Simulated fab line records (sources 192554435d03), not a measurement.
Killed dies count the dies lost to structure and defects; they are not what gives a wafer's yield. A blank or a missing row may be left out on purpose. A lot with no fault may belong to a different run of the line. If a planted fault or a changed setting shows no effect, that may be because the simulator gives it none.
fab line records | flow n5Finfet
record: lots: 5 wafers: 13 lastDay: 17
route steps=1938 shown BEOL_M13@1701 PASSIVATION@1936
lots that met no fault: from a run of the same line without faults
startH: hours from the record's opening day to when the first of the lot's shown wafers began | waitH: hours from the lot's prior step to this one | " repeats the value in the row above | L1.1+2: a single row standing in for several wafers | - no value, or no start was given | * or withheld: withheld | < > ~ a bound
route shown NAME@n: a module of which the file shows steps, and the number in the route of the first | usual: mean/standard deviation of fault-free wafers | same: alike in all rows | chamber/n: place in a boat | sites: per-site readings | _std_site: standard deviation across them | _edge_site: mean of outer sites minus mean of inner sites | radiusMm: for every site, how far away it sits from the centre of the wafer | mask NAME#n: copy n | behind: the most recent tool/chamber to have shaped the wafer | hold: what put the lot on hold/how long, in hours/how the hold closed | device: transistor that didn't switch, given as n, p or np | end of line: the same wafers' tests at the end of the route | where a step has no rows: the recipe by itself | killed: count of dies lost to structure and defects at first sort (not the wafer's yield) | map: the dies of a wafer, with x for killed, . for not killed, _ for no die there
set.NAME: the setting the step ran with; set.NAME@STEP: the setting that earlier step ran with | model.NAME: the simulator's own value behind a step, which no gauge read
lots at selected steps of the route; one table per step, one row per wafer
services: from which hour (startH, from the record's first day; less than 0 if before it) a tool's chamber was out of use, for how many hours, and why
== steps ==
step: N5_BEOL_M13_PRECLEAN_39
recipe: chemistry: residueRemover timeS: 60 tempC: 40
step: N5_BEOL_M13_SRD_40
recipe: timeS: 30 tempC: 23 rinseLiquid: diw dry: n2Spin spinRpm: 1500 dryTimeS: 30
step: N5_BEOL_M13_DEGAS_41
recipe: ambient: vacuum tempC: 250 timeS: 60
step: N5_BEOL_M13_PRE_CLEAN_42
recipe: gas: H2/He timeS: 30 tempC: 250
usual: heaterPowerW: 319/36 susceptorTempC: 250.00/0.2
columns lot.wafer tool chamber startH waitH heaterPowerW susceptorTempC
L174.1 pvdSputter-03 - 272.16 0.0 353 250.13
L174.4 " - " " 377 250.07
L174.5 " - " " 317 250.12
L182.1 pvdSputter-02 - 309.94 0.0 351 249.86
L182.4 " - " " 276 249.99
L184.2 pvdSputter-02 - 318.87 0.0 304 249.72
L184.4 " - " " 332 250.04
L184.5 " - " " 278 249.87
L189.2 pvdSputter-01 - 363.17 0.0 279 249.93
L189.6 " - " " 312 250.00
L191.1 pvdSputter-02 - 378.41 0.0 279 250.06
L191.4 " - " " 344 249.82
L191.6 " - " " 310 250.20
step: N5_BEOL_M13_SPUTTER_43
recipe: material: TaN targetThkA: 150 tempC: 50 biasV: 168.6 powerW: 15000 chamberPressurePa: 0.12 timeS: 24.19
step: N5_BEOL_M13_SPUTTER_44
recipe: material: Ta targetThkA: 100 tempC: 50 biasV: 80 powerW: 15000 chamberPressurePa: 0.07 timeS: 16.13
usual: susceptorTempC: 50.01/0.11 throttleValvePct: 30.0/0.89
columns lot.wafer tool chamber startH waitH susceptorTempC throttleValvePct
L174.1 pvdSputter-03 - 272.28 0.0 50.20 29.1
L174.4 " - " " 50.00 32.0
L174.5 " - " " 49.92 30.2
L182.1 pvdSputter-02 - 310.06 0.0 49.91 29.1
L182.4 " - " " 49.93 29.0
L184.2 pvdSputter-02 - 318.99 0.0 49.96 30.5
L184.4 " - " " 49.89 28.9
L184.5 " - " " 49.84 29.8
L189.2 pvdSputter-01 - 363.29 0.0 49.95 30.8
L189.6 " - " " 50.05 30.5
L191.1 pvdSputter-02 - 378.53 0.0 50.03 29.1
L191.4 " - " " 50.18 29.0
L191.6 " - " " 50.03 30.1
step: N5_BEOL_M13_SPUTTER_45
recipe: material: Cu targetThkA: 800 tempC: -20 biasV: 60 powerW: 26000 chamberPressurePa: 0.13 timeS: 13.33
usual: susceptorTempC: -20.02/0.094 throttleValvePct: 30.0/0.88
columns lot.wafer tool chamber startH waitH susceptorTempC throttleValvePct
L174.1 pvdSputter-03 - 272.36 0.0 -19.99 29.1
L174.4 " - " " -20.05 31.6
L174.5 " - " " -20.17 30.2
L182.1 pvdSputter-02 - 310.14 0.0 -20.13 29.2
L182.4 " - " " -20.19 29.3
L184.2 pvdSputter-02 - 319.07 0.0 -19.81 30.1
L184.4 " - " " -20.24 28.9
L184.5 " - " " -19.90 29.5
L189.2 pvdSputter-01 - 363.37 0.0 -20.07 30.9
L189.6 " - " " -20.11 30.7
L191.1 pvdSputter-02 - 378.61 0.0 -19.97 29.3
L191.4 " - " " -20.17 29.1
L191.6 " - " " -19.96 30.2
step: N5_BEOL_M13_ECD_47
recipe: material: Cu targetThkA: 9360
step: N5_BEOL_M13_ANNEAL_48
recipe: tempC: 225 timeS: 90 ambient: N2
usual: wafer_temp_C_max: 225.75/0.23
columns lot.wafer tool chamber startH waitH wafer_temp_C_max
L174.1 rtpAnneal-02 0 272.64 0.1 225.73
L174.4 " 0 " " 225.44
L174.5 " 0 " " 225.64
L182.1 rtpAnneal-02 0 310.42 0.1 225.84
L182.4 " 0 " " 225.62
L184.2 rtpAnneal-01 0 319.74 0.5 225.87
L184.4 " 0 " " 225.48
L184.5 " 0 " " 226.03
L189.2 rtpAnneal-02 0 363.70 0.2 225.63
L189.6 " 0 " " 225.72
L191.1 rtpAnneal-02 0 378.98 0.2 225.78
L191.4 " 0 " " 225.87
L191.6 " 0 " " 226.25
step: N5_BEOL_M13_CMP_49
recipe: stopOn: SiOC tOverpolishS: 17.1 downForcePsi: 1 platenRpm: 50 clearingPlatenDownForcePsi: 1.5 clearingPlatenRpm: 50 postCmpClean: cuAlkaline targetThkNm: 420 clearingPlatenPadVelocityMS: 0.99484 padVelocityMS: 0.99484
usual: barrierFieldEndpointS: 30.3/0.66 headPressurePsi: 1.0000/0.0021 motorCurrentA: 6.6/0.75 overpolishRunS: 17.100/0.0095
columns lot.wafer tool chamber startH waitH barrierFieldEndpointS headPressurePsi motorCurrentA overpolishRunS
L174.1 cmp-02 1 272.93 0.3 29.9 0.9994 7.0 17.105
L174.4 " 0 " " 30.3 1.0018 5.7 17.106
L174.5 " 1 " " 30.2 0.9988 7.2 17.097
L182.1 cmp-02 0 310.72 0.3 32.1 1.0014 5.3 17.094
L182.4 " 3 " " 30.0 0.9986 5.7 17.095
L184.2 cmp-03 1 320.03 0.2 30.7 0.9987 7.9 17.103
L184.4 " 2 " " 31.3 1.0024 5.4 17.098
L184.5 " 0 " " 30.9 0.9990 6.0 17.086
L189.2 cmp-01 3 364.04 0.3 30.3 1.0024 6.8 17.093
L189.6 " 2 " " 30.2 0.9974 6.6 17.079
L191.4 cmp-03 0 379.35 0.2 31.5 1.0049 5.9 17.103
L191.1 " 1 " " 30.0 0.9970 7.8 17.113
L191.6 " 3 " " 30.7 0.9986 5.9 17.102
step: N5_BEOL_M13_THK_MEAS_50
recipe: thkMeasGauge: xrf reads: Cu_of_BEOL_M13_ECD_47
usual: M13_THK: 442/8
columns lot.wafer tool chamber startH waitH M13_THK[nm]
L174.1 filmMetro-01 - 273.23 - 448
L174.4 " - " " 452
L174.5 " - " " 444
L182.1 filmMetro-01 - 311.02 - 453
L182.4 " - " " 437
L184.2 filmMetro-02 - 320.28 - 444
L184.4 " - " " 441
L184.5 " - " " 443
L189.2 filmMetro-02 - 364.26 - 451
L189.6 " - " " 440
L191.1 filmMetro-01 - 379.57 - 450
L191.4 " - " " 454
L191.6 " - " " 447
step: N5_BEOL_M13_PRE_CLEAN_52
recipe: gas: NH3 timeS: 15 tempC: withheld rfPowerW: 300
step: N5_BEOL_M13_DEP_53
recipe: material: SiCN targetThkA: 500 tempC: withheld precursor: 3MS/NH3 pressureTorr: 3 rfW: 675 timeS: 17.8
usual: showerheadPlenumPTorr: 4.166/0.021 throttleValvePct: 18.2/0.77
columns lot.wafer tool chamber startH waitH showerheadPlenumPTorr throttleValvePct model.SiCN_of_BEOL_M13_DEP_53.thkNm
L174.1 pecvd-01 2 273.29 0.0 4.164 17.0 49.4
L174.4 " 0 " " 4.174 16.8 51.2
L174.5 " 2 " " 4.163 17.2 49.8
L182.1 pecvd-03 2 311.08 0.0 4.192 16.9 49.8
L182.4 " 0 " " 4.155 18.9 34.8
L184.2 pecvd-02 2 320.35 0.0 4.179 18.5 49.4
L184.4 " 0 " " 4.139 18.9 51
L184.5 " 1 " " 4.164 18.8 50.6
L189.2 pecvd-02 1 364.32 0.0 4.161 18.9 49.6
L189.6 " 1 " " 4.167 18.7 50.2
L191.1 pecvd-03 2 379.64 0.0 4.189 17.1 49.4
L191.4 " 2 " " 4.191 17.2 50
L191.6 " 0 " " 4.143 18.7 49.6
step: N5_BEOL_M13_RS_MEAS_54
recipe: thkMeasGauge: four-point-probe reads: Cu_of_BEOL_M13_ECD_47+Ta_of_BEOL_M13_SPUTTER_44+TaN_of_BEOL_M13_SPUTTER_43
usual: M13_RS: 0.0448/0.00072
columns lot.wafer tool chamber startH waitH M13_RS[ohm/sq]
L174.1 filmMetro-01 - 273.36 0.0 0.0442
L174.4 " - " " 0.0440
L174.5 " - " " 0.0445
L182.1 filmMetro-01 - 311.14 0.0 0.0440
L182.4 " - " " 0.0459
L184.2 filmMetro-02 - 320.41 0.1 0.0444
L184.4 " - " " 0.0446
L184.5 " - " " 0.0444
L189.2 filmMetro-01 - 364.39 0.1 0.0440
L189.6 " - " " 0.0448
L191.1 filmMetro-01 - 379.70 0.0 0.0448
L191.4 " - " " 0.0441
L191.6 " - " " 0.0449
step: N5_PASSIVATION_PROBE_49
usual: defectLimitedYield: 91.2/1.5 killed_at_M0_to_M3: 36/10 killed_at_M4_up: 13/6 killedAtContacts: 11/5.2 killedAtFrontEnd: 40/11 killedAtOther: 3.1/2.9 killedDies: 104/17 killedOnRim: 14/3.6 killedOpen: 66/12 killedShort: 34/7.7 sort_bin_5_function: 5.1/0.91 sort_bin_6_memory: 3.2/0.67 sortNPass: 1076/17 sortYieldPct: 91.2/1.5
same: grossDies: 1180 killedAtBackSide: 0 sort_bin_4_leakage[%]: 0 sort_bin_8_speed[%]: 0
columns lot.wafer tool chamber startH waitH defectLimitedYield[%] killed_at_M0_to_M3 killed_at_M4_up killedAtContacts killedAtFrontEnd killedAtOther killedDies killedOnRim killedOpen killedShort sort_bin_5_function[%] sort_bin_6_memory[%] sortNPass sortYieldPct[%]
L182.1 prober-02 - 344.51 0.0 90.4 52 13 6 40 2 113 9 68 42 6.0 3.4 1067 90.4
L182.4 prober-02 - 344.66 0.2 92.6 36 7 12 32 0 87 9 54 32 4.2 2.9 1093 92.6
L184.2 prober-02 - 352.96 0.7 93.0 37 6 6 32 2 83 14 44 34 3.4 3.2 1097 93.0
L184.4 prober-02 - 353.06 0.8 91.5 35 7 9 42 7 100 11 61 35 4.2 3.4 1080 91.5
L184.5 prober-02 - 353.11 0.9 92.0 32 10 17 33 2 94 9 67 25 4.7 2.8 1086 92.0
L189.6 prober-01 - 388.92 0.3 89.8 51 2 20 45 2 120 19 81 37 6.1 3.8 1060 89.8
L191.1 prober-01 - 403.87 0.0 90.8 36 13 15 41 3 108 16 72 34 5.5 3.2 1072 90.8
L191.4 prober-01 - 404.02 0.2 90.5 45 17 13 33 4 112 14 67 41 5.2 3.9 1068 90.5
L191.6 prober-01 - 404.12 0.3 89.2 37 6 15 64 6 128 21 81 38 7.1 2.9 1052 89.2
killed by level:class
L182.1 BEOL_M0_SAQP:geometricParticle:open=16 BEOL_M0_SAQP:geometricParticle:short=14 FIN_SAQP:geometricParticle:short=12 STARTING-WAFER:geometricParticle:open=8 STI_FIN_REVEAL:geometricParticle:open=6 BEOL_M1:geometricParticle:open=6 BEOL_M5:geometricParticle:open=6 BEOL_M2:geometricParticle:open=5
L182.4 MOL_CONTACT_COAG:geometricParticle:open=10 FIN_SAQP:geometricParticle:short=9 BEOL_M1:geometricParticle:open=9 BEOL_M2:geometricParticle:open=9 FIN_SAQP:geometricParticle:open=5 BEOL_M0_SAQP:geometricParticle:short=5 BEOL_M0_SAQP:geometricParticle:open=4 STI_FIN_REVEAL:geometricParticle:open=3
L184.2 BEOL_M3:geometricParticle:open=9 FIN_SAQP:geometricParticle:short=7 BEOL_M0_SAQP:geometricParticle:open=7 BEOL_M0_SAQP:geometricParticle:short=7 MOL_CONTACT_COAG:geometricParticle:open=6 DUMMY_GATE:geometricParticle:open=4 GATE_CUT:geometricParticle:open=4 GATE_CUT:geometricParticle:short=3
L184.4 FIN_SAQP:geometricParticle:short=9 FIN_SAQP:geometricParticle:open=9 MOL_CONTACT_COAG:geometricParticle:open=9 BEOL_M0_SAQP:geometricParticle:short=8 GATE_CUT:geometricParticle:short=7 BEOL_M3:geometricParticle:open=7 BEOL_M2:geometricParticle:open=7 DUMMY_GATE:geometricParticle:open=6
L184.5 MOL_CONTACT_COAG:geometricParticle:open=16 BEOL_M3:geometricParticle:open=8 BEOL_M0_SAQP:geometricParticle:short=7 FIN_SAQP:geometricParticle:open=6 BEOL_M0_SAQP:geometricParticle:open=6 BEOL_M4:geometricParticle:open=6 FIN_SAQP:geometricParticle:short=5 DUMMY_GATE:geometricParticle:open=5
L189.6 MOL_CONTACT_COAG:geometricParticle:open=18 BEOL_M0_SAQP:geometricParticle:open=16 FIN_SAQP:geometricParticle:open=14 BEOL_M0_SAQP:geometricParticle:short=10 FIN_SAQP:geometricParticle:short=9 BEOL_M2:geometricParticle:open=9 BEOL_M1:geometricParticle:open=5 BEOL_M3:geometricParticle:open=5
L191.1 FIN_SAQP:geometricParticle:open=15 MOL_CONTACT_COAG:geometricParticle:open=14 BEOL_M2:geometricParticle:open=11 FIN_SAQP:geometricParticle:short=9 BEOL_M4:geometricParticle:open=7 BEOL_M0_SAQP:geometricParticle:short=5 BEOL_M1:geometricParticle:open=4 BEOL_M0_SAQP:geometricParticle:open=4
L191.4 BEOL_M2:geometricParticle:open=13 BEOL_M0_SAQP:geometricParticle:short=12 MOL_CONTACT_COAG:geometricParticle:open=11 FIN_SAQP:geometricParticle:open=9 FIN_SAQP:geometricParticle:short=6 BEOL_M3:geometricParticle:open=6 BEOL_M4:geometricParticle:open=5 BEOL_M1:geometricParticle:open=4
L191.6 FIN_SAQP:geometricParticle:short=16 FIN_SAQP:geometricParticle:open=12 MOL_CONTACT_COAG:geometricParticle:open=10 STI_FIN_REVEAL:geometricParticle:open=8 BEOL_M0:geometricParticle:open=8 BEOL_M1:geometricParticle:open=8 BEOL_M3:geometricParticle:open=7 BEOL_M2:geometricParticle:open=5
== services ==
columns tool chamber startH hours kind
pecvd-03 - 257.52 0.3 repair
cmp-01 - 257.60 4.0 pm
cmp-01 - 261.60 - consumableReplace:conditioner
cmp-01 - 261.60 - consumableReplace:pad
pvdSputter-01 - 265.60 4.9 repair
cmp-02 - 287.69 1.8 repair
cmp-01 - 294.79 0.3 repair
cmp-02 - 305.39 3.3 repair
pvdSputter-02 - 306.05 1.9 repair
pecvd-01 - 318.31 6.0 pm
pecvd-03 0 330.27 10.9 repair
cmp-02 - 340.86 5.7 pm
pvdSputter-03 - 352.94 1.0 repair
cmp-03 - 357.06 1.5 repair
cmp-01 - 370.50 3.1 repair
pecvd-01 0 378.85 2.1 scheduledDown
== key ==
firstSign none at tools or gauges
modelEffect: step: N5_BEOL_M13_DEP_53 value: SiCN_of_BEOL_M13_DEP_53.thkNm without: 50.2 struck: 34.8
metAt N5_BEOL_M13_DEP_53
struckWafers L182.4
fault: kind: processParameterDrift tool: pecvd-03 chamber: - onsetH: 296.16 steps: N5_BEOL_M13_DEP_53 channel: timeS offset: * shape: step endH: 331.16 scope: struckWafersOnly actsIn: * stated: *
